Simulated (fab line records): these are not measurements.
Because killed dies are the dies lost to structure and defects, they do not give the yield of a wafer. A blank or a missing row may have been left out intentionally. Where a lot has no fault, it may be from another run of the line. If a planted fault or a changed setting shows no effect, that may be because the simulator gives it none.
The tool behind it: which one? || flow nand-harc || 12 lots with 36 wafers sampled at 5 steps, on a route of 1302 steps

WHAT THE GAUGES SHOWED, per wafer
NHARC_P_CONTACT_INSPECT_27. Usual: raw-defect-count at 263, with a standard deviation of 120.
{"lot": "L295", "measured": "day 6 04:32", "on": "defect-inspect-02", "raw-defect-count": "197 118 140", "flag": ""}
{"lot": "L301", "measured": "day 8 15:05", "on": "defect-inspect-02", "raw-defect-count": "271 245 297", "flag": ""}
{"lot": "L302", "measured": "day 9 05:02", "on": "defect-inspect-01", "raw-defect-count": "202 235 284", "flag": ""}
{"lot": "L303", "measured": "day 9 05:43", "on": "defect-inspect-01", "raw-defect-count": "248 280 264", "flag": ""}
{"lot": "L308", "measured": "day 11 14:56", "on": "defect-inspect-02", "raw-defect-count": "290 184 187", "flag": ""}
{"lot": "L310", "measured": "day 12 10:55", "on": "defect-inspect-02", "raw-defect-count": "144 101 134", "flag": ""}
{"lot": "L311", "measured": "day 12 22:43", "on": "defect-inspect-02", "raw-defect-count": "240 378 395", "flag": ""}
{"lot": "L312", "measured": "day 12 23:22", "on": "defect-inspect-02", "raw-defect-count": "224 293 185", "flag": ""}
{"lot": "L313", "measured": "day 13 11:34", "on": "defect-inspect-02", "raw-defect-count": "327 134 327", "flag": ""}
{"lot": "L314", "measured": "day 14 04:13", "on": "defect-inspect-02", "raw-defect-count": "251 277 204", "flag": ""}
{"lot": "L316", "measured": "day 14 16:34", "on": "defect-inspect-02", "raw-defect-count": "177 200 204", "flag": ""}
{"lot": "L318", "measured": "day 15 22:33", "on": "defect-inspect-01", "raw-defect-count": "194 172 271", "flag": ""}

NHARC_END_SORT_01. Usual: for defect-limited-yield, 89.8 % with a standard deviation of 2.4; for killed-at-array, 64 with a standard deviation of 16; for killed-at-other, 1.0 with a standard deviation of 1.1; for killed-at-periphery, 3.5 with a standard deviation of 2.3; for killed-dies, 69 with a standard deviation of 17; for killed-open, 3.2 with a standard deviation of 1.6; for killed-short, 2.4 with a standard deviation of 1.6.
{"lot": "L308", "measured": "day 30 04:50", "on": "prober-02", "defect-limited-yield (%)": "88.2 86.7 89.4", "killed-at-array": "79 88 68", "killed-at-other": "1 0 1", "killed-at-periphery": "0 2 3", "killed-dies": "80 90 72", "killed-open": "1 5 2", "killed-short": "1 1 3", "flag": ""}
{"lot": "L316", "measured": "day 33 06:43", "on": "prober-01", "defect-limited-yield (%)": "87.7 87.4 87.6", "killed-at-array": "78 77 79", "killed-at-other": "1 2 1", "killed-at-periphery": "4 6 4", "killed-dies": "83 85 84", "killed-open": "2 3 6", "killed-short": "1 4 3", "flag": ""}

EACH LOT AND THE TOOL THAT RAN IT (in order: tool; ch and the chambers of the sampled wafers; start)
{"lot": "L295", "NHARC_P_CONTACT_ETCH_36": "rie-diel-13 ch 0,1,2, day 6 04:08 or earlier", "NHARC_P_CONTACT_CMP_24": "cmp-04 ch 0,1, day 6 04:08", "NHARC_P_M0_PEB_07": "litho-track-01 ch 0, day 6 05:22"}
{"lot": "L301", "NHARC_P_CONTACT_ETCH_36": "rie-diel-12 ch 0,1, day 8 14:41 or earlier", "NHARC_P_CONTACT_CMP_24": "cmp-01 ch 0,1,2, day 8 14:41", "NHARC_P_M0_PEB_07": "litho-track-04 ch 0, day 8 15:55"}
{"lot": "L302", "NHARC_P_CONTACT_ETCH_36": "rie-diel-09 ch 0,1,3, day 9 04:40 or earlier", "NHARC_P_CONTACT_CMP_24": "cmp-04 ch 0,1,2, day 9 04:40", "NHARC_P_M0_PEB_07": "litho-track-01 ch 0, day 9 05:51"}
{"lot": "L303", "NHARC_P_CONTACT_ETCH_36": "rie-diel-12 ch 0,1,2, day 9 05:19 or earlier", "NHARC_P_CONTACT_CMP_24": "cmp-03 ch 0,2,3, day 9 05:19", "NHARC_P_M0_PEB_07": "litho-track-01 ch 0, day 9 06:32"}
{"lot": "L308", "NHARC_P_CONTACT_ETCH_36": "rie-diel-12 ch 0,1,2, day 11 14:32 or earlier", "NHARC_P_CONTACT_CMP_24": "cmp-03 ch 0,1,3, day 11 14:32", "NHARC_P_M0_PEB_07": "litho-track-04 ch 0, day 11 15:38"}
{"lot": "L310", "NHARC_P_CONTACT_ETCH_36": "rie-diel-13 ch 1,3, day 12 10:34 or earlier", "NHARC_P_CONTACT_CMP_24": "cmp-01 ch 0,2,3, day 12 10:34", "NHARC_P_M0_PEB_07": "litho-track-06 ch 0, day 12 11:44"}
{"lot": "L311", "NHARC_P_CONTACT_ETCH_36": "rie-diel-12 ch 1,2,3, day 12 22:22 or earlier", "NHARC_P_CONTACT_CMP_24": "cmp-04 ch 0,2,3, day 12 22:22", "NHARC_P_M0_PEB_07": "litho-track-01 ch 0, day 12 23:25"}
{"lot": "L312", "NHARC_P_CONTACT_ETCH_36": "rie-diel-13 ch 0,2,3, day 12 22:57 or earlier", "NHARC_P_CONTACT_CMP_24": "cmp-03 ch 0,2,3, day 12 22:57", "NHARC_P_M0_PEB_07": "litho-track-01 ch 0, day 13 00:11"}
{"lot": "L313", "NHARC_P_CONTACT_ETCH_36": "rie-diel-13 ch 1,2, day 13 11:11 or earlier", "NHARC_P_CONTACT_CMP_24": "cmp-01 ch 1,2, day 13 11:11", "NHARC_P_M0_PEB_07": "litho-track-01 ch 0, day 13 12:23"}
{"lot": "L314", "NHARC_P_CONTACT_ETCH_36": "rie-diel-13 ch 1,2,3, day 14 03:49 or earlier", "NHARC_P_CONTACT_CMP_24": "cmp-04 ch 1,2,3, day 14 03:49", "NHARC_P_M0_PEB_07": "litho-track-06 ch 0, day 14 05:02"}
{"lot": "L316", "NHARC_P_CONTACT_ETCH_36": "rie-diel-13 ch 0,1,3, day 14 16:10 or earlier", "NHARC_P_CONTACT_CMP_24": "cmp-04 ch 2,3, day 14 16:10", "NHARC_P_M0_PEB_07": "litho-track-06 ch 0, day 14 17:23"}
{"lot": "L318", "NHARC_P_CONTACT_ETCH_36": "rie-diel-09 ch 0,3, day 15 22:10 or earlier", "NHARC_P_CONTACT_CMP_24": "cmp-01 ch 0,2,3, day 15 22:10", "NHARC_P_M0_PEB_07": "litho-track-04 ch 0, day 15 23:22"}
- NHARC_P_CONTACT_ETCH_36: etches the open film in N2/H2, target depth 260 nm, time 406.25 s.
- NHARC_P_CONTACT_CMP_24: polishes, t overpolish 30 s, target thk 200 nm.
- NHARC_P_M0_PEB_07: peb time 65 s.

AS READ BY THE TOOLS THEMSELVES (means over the sampled wafers that have a number; for cases with no such wafer, the mark the record gives instead)
NHARC_P_CONTACT_ETCH_36. Usual: drypump-motor-current-A 5.5 A, standard deviation 0.39; oes-product-au 1.000 a.u., standard deviation 0.01; rf-vpp-V 431.4 V, standard deviation 2.9; showerhead-plenum-p-Torr 2.07 Torr, standard deviation 0.1; throttle-valve-pct 14.170 %, standard deviation 0.0088.
{"lot": "L295", "tool": "rie-diel-13", "drypump-motor-current-A (A)": 5.4, "oes-product-au (a.u.)": 0.999, "rf-vpp-V (V)": 430.7, "showerhead-plenum-p-Torr (Torr)": 2.06, "throttle-valve-pct (%)": 14.169, "flag": ""}
{"lot": "L301", "tool": "rie-diel-12", "drypump-motor-current-A (A)": 5.0, "oes-product-au (a.u.)": 0.993, "rf-vpp-V (V)": 432.7, "showerhead-plenum-p-Torr (Torr)": 2.10, "throttle-valve-pct (%)": 14.177, "flag": ""}
{"lot": "L302", "tool": "rie-diel-09", "drypump-motor-current-A (A)": 5.9, "oes-product-au (a.u.)": 1.014, "rf-vpp-V (V)": 429.3, "showerhead-plenum-p-Torr (Torr)": 1.97, "throttle-valve-pct (%)": 14.171, "flag": ""}
{"lot": "L303", "tool": "rie-diel-12", "drypump-motor-current-A (A)": 5.4, "oes-product-au (a.u.)": 0.992, "rf-vpp-V (V)": 433.0, "showerhead-plenum-p-Torr (Torr)": 2.13, "throttle-valve-pct (%)": 14.174, "flag": ""}
{"lot": "L308", "tool": "rie-diel-12", "drypump-motor-current-A (A)": 5.3, "oes-product-au (a.u.)": 0.992, "rf-vpp-V (V)": 433.4, "showerhead-plenum-p-Torr (Torr)": 2.13, "throttle-valve-pct (%)": 14.173, "flag": ""}
{"lot": "L310", "tool": "rie-diel-13", "drypump-motor-current-A (A)": 5.5, "oes-product-au (a.u.)": 0.988, "rf-vpp-V (V)": 434.9, "showerhead-plenum-p-Torr (Torr)": 2.20, "throttle-valve-pct (%)": 14.169, "flag": ""}
{"lot": "L311", "tool": "rie-diel-12", "drypump-motor-current-A (A)": 5.2, "oes-product-au (a.u.)": 0.997, "rf-vpp-V (V)": 432.4, "showerhead-plenum-p-Torr (Torr)": 2.09, "throttle-valve-pct (%)": 14.166, "flag": ""}
{"lot": "L312", "tool": "rie-diel-13", "drypump-motor-current-A (A)": 5.5, "oes-product-au (a.u.)": 1.001, "rf-vpp-V (V)": 430.5, "showerhead-plenum-p-Torr (Torr)": 2.05, "throttle-valve-pct (%)": 14.170, "flag": ""}
{"lot": "L313", "tool": "rie-diel-13", "drypump-motor-current-A (A)": 5.5, "oes-product-au (a.u.)": 1.002, "rf-vpp-V (V)": 431.2, "showerhead-plenum-p-Torr (Torr)": 2.10, "throttle-valve-pct (%)": 14.170, "flag": ""}
{"lot": "L314", "tool": "rie-diel-13", "drypump-motor-current-A (A)": 5.6, "oes-product-au (a.u.)": 1.003, "rf-vpp-V (V)": 431.7, "showerhead-plenum-p-Torr (Torr)": 2.10, "throttle-valve-pct (%)": 14.171, "flag": ""}
{"lot": "L316", "tool": "rie-diel-13", "drypump-motor-current-A (A)": 5.4, "oes-product-au (a.u.)": 0.992, "rf-vpp-V (V)": 433.3, "showerhead-plenum-p-Torr (Torr)": 2.15, "throttle-valve-pct (%)": 14.173, "flag": ""}
{"lot": "L318", "tool": "rie-diel-09", "drypump-motor-current-A (A)": 5.7, "oes-product-au (a.u.)": 1.012, "rf-vpp-V (V)": 427.5, "showerhead-plenum-p-Torr (Torr)": 1.92, "throttle-valve-pct (%)": 14.170, "flag": ""}

NHARC_P_CONTACT_CMP_24. Usual: motor-current-A 12.2 A, standard deviation 1.2; overpolish-run-s 29.999 s, standard deviation 0.0089; time-to-endpoint-s 40.2 s, standard deviation 2.6.
{"lot": "L295", "tool": "cmp-04", "motor-current-A (A)": 12.0, "overpolish-run-s (s)": 29.991, "time-to-endpoint-s (s)": 37.6, "flag": ""}
{"lot": "L301", "tool": "cmp-01", "motor-current-A (A)": 13.2, "overpolish-run-s (s)": 30.002, "time-to-endpoint-s (s)": 39.6, "flag": ""}
{"lot": "L302", "tool": "cmp-04", "motor-current-A (A)": 12.7, "overpolish-run-s (s)": 29.998, "time-to-endpoint-s (s)": 40.3, "flag": ""}
{"lot": "L303", "tool": "cmp-03", "motor-current-A (A)": 11.9, "overpolish-run-s (s)": 30.003, "time-to-endpoint-s (s)": 43.7, "flag": ""}
{"lot": "L308", "tool": "cmp-03", "motor-current-A (A)": 12.4, "overpolish-run-s (s)": 29.988, "time-to-endpoint-s (s)": 40.4, "flag": ""}
{"lot": "L310", "tool": "cmp-01", "motor-current-A (A)": 12.6, "overpolish-run-s (s)": 29.996, "time-to-endpoint-s (s)": 35.9, "flag": ""}
{"lot": "L311", "tool": "cmp-04", "motor-current-A (A)": 12.3, "overpolish-run-s (s)": 30.010, "time-to-endpoint-s (s)": 39.1, "flag": ""}
{"lot": "L312", "tool": "cmp-03", "motor-current-A (A)": 11.6, "overpolish-run-s (s)": 29.997, "time-to-endpoint-s (s)": 39.2, "flag": ""}
{"lot": "L313", "tool": "cmp-01", "motor-current-A (A)": 13.2, "overpolish-run-s (s)": 29.993, "time-to-endpoint-s (s)": 40.1, "flag": ""}
{"lot": "L314", "tool": "cmp-04", "motor-current-A (A)": 12.6, "overpolish-run-s (s)": 30.008, "time-to-endpoint-s (s)": 37.8, "flag": ""}
{"lot": "L316", "tool": "cmp-04", "motor-current-A (A)": 12.8, "overpolish-run-s (s)": 30.000, "time-to-endpoint-s (s)": 41.9, "flag": ""}
{"lot": "L318", "tool": "cmp-01", "motor-current-A (A)": 12.4, "overpolish-run-s (s)": 30.007, "time-to-endpoint-s (s)": 37.8, "flag": ""}

NHARC_P_M0_PEB_07. Usual: exhaust-pa 44.8 Pa, standard deviation 0.9; heater-power-total-W 156.6 W, standard deviation 0.43.
{"lot": "L295", "tool": "litho-track-01", "exhaust-pa (Pa)": 45.5, "heater-power-total-W (W)": 156.5, "flag": ""}
{"lot": "L301", "tool": "litho-track-04", "exhaust-pa (Pa)": 44.1, "heater-power-total-W (W)": 156.7, "flag": ""}
{"lot": "L302", "tool": "litho-track-01", "exhaust-pa (Pa)": 43.9, "heater-power-total-W (W)": 160.1, "flag": "OFF"}
{"lot": "L303", "tool": "litho-track-01", "exhaust-pa (Pa)": 44.8, "heater-power-total-W (W)": 160.1, "flag": "OFF"}
{"lot": "L308", "tool": "litho-track-04", "exhaust-pa (Pa)": 45.1, "heater-power-total-W (W)": 156.6, "flag": ""}
{"lot": "L310", "tool": "litho-track-06", "exhaust-pa (Pa)": 44.4, "heater-power-total-W (W)": 156.3, "flag": ""}
{"lot": "L311", "tool": "litho-track-01", "exhaust-pa (Pa)": 44.7, "heater-power-total-W (W)": 156.4, "flag": ""}
{"lot": "L312", "tool": "litho-track-01", "exhaust-pa (Pa)": 44.5, "heater-power-total-W (W)": 156.7, "flag": ""}
{"lot": "L313", "tool": "litho-track-01", "exhaust-pa (Pa)": 45.0, "heater-power-total-W (W)": 156.7, "flag": ""}
{"lot": "L314", "tool": "litho-track-06", "exhaust-pa (Pa)": 44.7, "heater-power-total-W (W)": 156.6, "flag": ""}
{"lot": "L316", "tool": "litho-track-06", "exhaust-pa (Pa)": 45.1, "heater-power-total-W (W)": 156.6, "flag": ""}
{"lot": "L318", "tool": "litho-track-04", "exhaust-pa (Pa)": 45.7, "heater-power-total-W (W)": 156.4, "flag": ""}

THE ANSWER, worked out from the rows above alone
Rule: take the mean of a lot's wafers that have a number; if it is more than 3 standard deviations from the usual mean, the lot is off. Also off: a lot with no number at a reading for which 4 or more lots have one. All remaining lots with rows at the step are treated as sound. First the gauges in route order, then the tools' own readings, where a lot's mean is used as printed above. The first step at which some lot is off is used, and at that step the reading that is off furthest; a lot without a number counts as furthest.
Off at NHARC_P_M0_PEB_07 (heater-power-total-W): L302, L303.
If a tool, at that step or one of the process steps before it, ran each lot that is off and ran no sound lot following the first of them, it fits. NHARC_P_CONTACT_ETCH_36: start missing for some lots; hours and lot order therefore follow NHARC_P_CONTACT_CMP_24. Of those tried, none fits.

WHAT THE SIMULATOR HAD PUT IN
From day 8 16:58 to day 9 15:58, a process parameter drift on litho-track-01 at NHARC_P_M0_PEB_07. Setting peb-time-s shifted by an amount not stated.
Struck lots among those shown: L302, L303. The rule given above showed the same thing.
